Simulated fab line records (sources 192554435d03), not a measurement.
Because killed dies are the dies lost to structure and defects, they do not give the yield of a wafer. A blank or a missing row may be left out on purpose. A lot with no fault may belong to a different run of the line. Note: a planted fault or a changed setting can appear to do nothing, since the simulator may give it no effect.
Lot-split experiment :: flow n5-finfet :: 21 wafers read across 7 lots, on a route 1938 steps long

== THE SPLIT ITSELF ==
At N5_BEOL_M0_SAQP_PECVD_04 (deposits a-Si from SiH4/He, target thk 60 nm, time 60.2 s), the setting time-s was moved away from the recipe's 60.2 s on 9 of the 21 wafers read, by +7.5% to +14.1%. All remaining wafers had this setting at the recipe value.

== FROM THE SPLIT TO THE READING: what the file shows between them, 10 steps ==
- N5_BEOL_M0_SAQP_THK_MEAS_05
- N5_BEOL_M0_SAQP_COAT_82: time 60 s, resist thk 30 nm (also split here: spin-rpm)
- N5_BEOL_M0_SAQP_COAT_08: resist thk 90 nm
- N5_BEOL_M0_SAQP_EBR_10
- N5_BEOL_M0_SAQP_DESCUM_19: chemistry O2, time 7.9 s
- N5_BEOL_M0_SAQP_ETCH_83: etches SiARC in CF4, target depth 39 nm, time 65 s
- N5_BEOL_M0_SAQP_ETCH_84: etches SOC in N2/H2, target depth 100 nm, overetch 20 nm, time 150 s
- N5_BEOL_M0_SAQP_STRIP_80: strips in N2/H2
- N5_BEOL_M0_SAQP_HM_OPEN_112: chemistry CHF3/O2, target SiO2, stops on a-Si, target depth 12 nm, time 13.5 s
- N5_BEOL_M0_SAQP_STRIP_113: strips in CHF3/O2

== THE READING ==
etch.depth-nm (the simulator's own value, which no gauge read), in nm, at N5_BEOL_M0_SAQP_MANDREL_ETCH_20 (etches a-Si in HBr/Cl2, stops on SiNx, target depth 60 nm, bt time 10 s, time 30 s). No usual value for it is given in the file. Across the 12 wafers here that went through the recipe, the average is 59.87 nm and the standard deviation 0.76 nm.

wafer: L078.2
tool, chamber at the split: pecvd-01, 0
time-s as run, s: 64.99
against the recipe: +8.0%
etch.depth-nm, nm: 63.97
against lot-mates on the recipe: +3.15

wafer: L078.3
tool, chamber at the split: pecvd-01, 1
time-s as run, s: 64.99
against the recipe: +8.0%
etch.depth-nm, nm: 63.3
against lot-mates on the recipe: +2.48

wafer: L078.4
tool, chamber at the split: pecvd-01, 2
time-s as run, s: 60.2
against the recipe: recipe
etch.depth-nm, nm: 60.82
against lot-mates on the recipe: -

wafer: L083.4
tool, chamber at the split: pecvd-01, 2
time-s as run, s: 60.2
against the recipe: recipe
etch.depth-nm, nm: 60.9
against lot-mates on the recipe: -

wafer: L083.5
tool, chamber at the split: pecvd-01, 1
time-s as run, s: 60.2
against the recipe: recipe
etch.depth-nm, nm: 60.07
against lot-mates on the recipe: -

wafer: L083.6
tool, chamber at the split: pecvd-01, 0
time-s as run, s: 60.2
against the recipe: recipe
etch.depth-nm, nm: 60.14
against lot-mates on the recipe: -

wafer: L085.2
tool, chamber at the split: pecvd-04, 2
time-s as run, s: 60.2
against the recipe: recipe
etch.depth-nm, nm: 60.04
against lot-mates on the recipe: -

wafer: L085.3
tool, chamber at the split: pecvd-04, 1,2
time-s as run, s: 60.2
against the recipe: recipe
etch.depth-nm, nm: 59.09
against lot-mates on the recipe: -

wafer: L085.5
tool, chamber at the split: pecvd-04, 1,2
time-s as run, s: 60.2
against the recipe: recipe
etch.depth-nm, nm: 59.27
against lot-mates on the recipe: -

wafer: L088.1
tool, chamber at the split: pecvd-03, 2,1
time-s as run, s: 67.78
against the recipe: +12.6%
etch.depth-nm, nm: 68.18
against lot-mates on the recipe: no lot-mate on the recipe

wafer: L088.2
tool, chamber at the split: pecvd-03, 0
time-s as run, s: 67.78
against the recipe: +12.6%
etch.depth-nm, nm: 68.04
against lot-mates on the recipe: no lot-mate on the recipe

wafer: L088.3
tool, chamber at the split: pecvd-03, 2,1
time-s as run, s: 67.78
against the recipe: +12.6%
etch.depth-nm, nm: 68.14
against lot-mates on the recipe: no lot-mate on the recipe

wafer: L089.4
tool, chamber at the split: pecvd-03, 1
time-s as run, s: 60.2
against the recipe: recipe
etch.depth-nm, nm: 60.15
against lot-mates on the recipe: -

wafer: L089.5
tool, chamber at the split: pecvd-03, 2
time-s as run, s: 64.69
against the recipe: +7.5%
etch.depth-nm, nm: 65.61
against lot-mates on the recipe: +5.23

wafer: L089.6
tool, chamber at the split: pecvd-03, 0
time-s as run, s: 60.2
against the recipe: recipe
etch.depth-nm, nm: 60.6
against lot-mates on the recipe: -

wafer: L092.2
tool, chamber at the split: pecvd-04, 1
time-s as run, s: 67.05
against the recipe: +11.4%
etch.depth-nm, nm: 65.45
against lot-mates on the recipe: +6.50

wafer: L092.3
tool, chamber at the split: pecvd-04, 2
time-s as run, s: 60.2
against the recipe: recipe
etch.depth-nm, nm: 58.11
against lot-mates on the recipe: -

wafer: L092.6
tool, chamber at the split: pecvd-04, 1
time-s as run, s: 60.2
against the recipe: recipe
etch.depth-nm, nm: 59.8
against lot-mates on the recipe: -

wafer: L095.2
tool, chamber at the split: pecvd-04, 2
time-s as run, s: 68.7
against the recipe: +14.1%
etch.depth-nm, nm: 67.16
against lot-mates on the recipe: +7.75

wafer: L095.3
tool, chamber at the split: pecvd-04, 0
time-s as run, s: 68.7
against the recipe: +14.1%
etch.depth-nm, nm: 68.26
against lot-mates on the recipe: +8.85

wafer: L095.5
tool, chamber at the split: pecvd-04, 2
time-s as run, s: 60.2
against the recipe: recipe
etch.depth-nm, nm: 59.41
against lot-mates on the recipe: -
When a row names more than one chamber, that row covers several wafers, and the file does not tell which wafer ran in which chamber.

FIT RESULTS
A straight line over all 21 wafers: etch.depth-nm changes by +0.591 nm for each +1% of time-s; r = +0.97; the points scatter about the line by 0.89 nm.
The same after taking each lot's own level away (the mean of its wafers on the recipe; 18 wafers): +0.558 nm for each +1%; r = +0.97; scatter 0.79 nm.
According to that fit, moving time-s by its largest amount changes the reading by 7.9 nm.
From 58.955 to 60.820 nm: that is the span of the lots' own levels, equal to 2.4 times the standard deviation above.
The two slopes are in agreement: the lot-to-lot level therefore moves the slope only a little.
Check: +7.83 nm against its lot-mates is what the line predicts for one of the wafers moved furthest among these (+14.1%) when that wafer is left out of the fit. Against them it came out at +7.75 nm.

== ADDITIONAL SPLITS CARRIED BY THESE WAFERS ==
Other splits were also applied to these wafers ahead of the reading. Each is held against what the fit with the lots' levels taken away leaves over:
other split on the same wafers: N5_SDB_COAT_03 spin-rpm
wafers away from the commonest value: 7
r with etch.depth-nm (lot level and that fit taken away): +0.35

other split on the same wafers: N5_SDB_COAT_04 time-s
wafers away from the commonest value: 8
r with etch.depth-nm (lot level and that fit taken away): +0.41

other split on the same wafers: N5_HKMG_FIN_COAT_66 spin-rpm
wafers away from the commonest value: 5
r with etch.depth-nm (lot level and that fit taken away): +0.10

other split on the same wafers: N5_GATE_CUT_ETCH_37 bias-w
wafers away from the commonest value: 8
r with etch.depth-nm (lot level and that fit taken away): +0.25

other split on the same wafers: N5_MOL_CONTACT_COAG_PECVD_31 temp-c
wafers away from the commonest value: 5
r with etch.depth-nm (lot level and that fit taken away): +0.16

other split on the same wafers: N5_MOL_CONTACT_COAG_VIA_ETCH_46 bias-w
wafers away from the commonest value: 8
r with etch.depth-nm (lot level and that fit taken away): -0.27

other split on the same wafers: N5_BEOL_M0_SAQP_COAT_82 spin-rpm
wafers away from the commonest value: 6
r with etch.depth-nm (lot level and that fit taken away): -0.04

== THE WHOLE CHAIN: every reading that the file lists as answering this split, in the file's order ==
step: N5_BEOL_M0_SAQP_PECVD_04
what it does: deposits a-Si from SiH4/He, target thk 60 nm, time 60.2 s
reading: a-Si_of_BEOL_M0_SAQP_PECVD_04.thk-nm (the simulator's own value, which no gauge read)
change (the file's fit): +0.563 nm for each +1% of the setting
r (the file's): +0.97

step: N5_BEOL_M0_SAQP_THK_MEAS_05
what it does: 
reading: thk-nm
change (the file's fit): withheld for each +1% of the setting
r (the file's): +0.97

step: N5_BEOL_M0_SAQP_MANDREL_ETCH_20
what it does: etches a-Si in HBr/Cl2, stops on SiNx, target depth 60 nm, bt time 10 s, time 30 s
reading: etch.depth-nm (the simulator's own value, which no gauge read)
change (the file's fit): +0.564 nm for each +1% of the setting
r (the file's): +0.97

== THE FILE'S OWN FIT ==
etch.depth-nm changes by +0.564 nm for each +1% of time-s, r = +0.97.
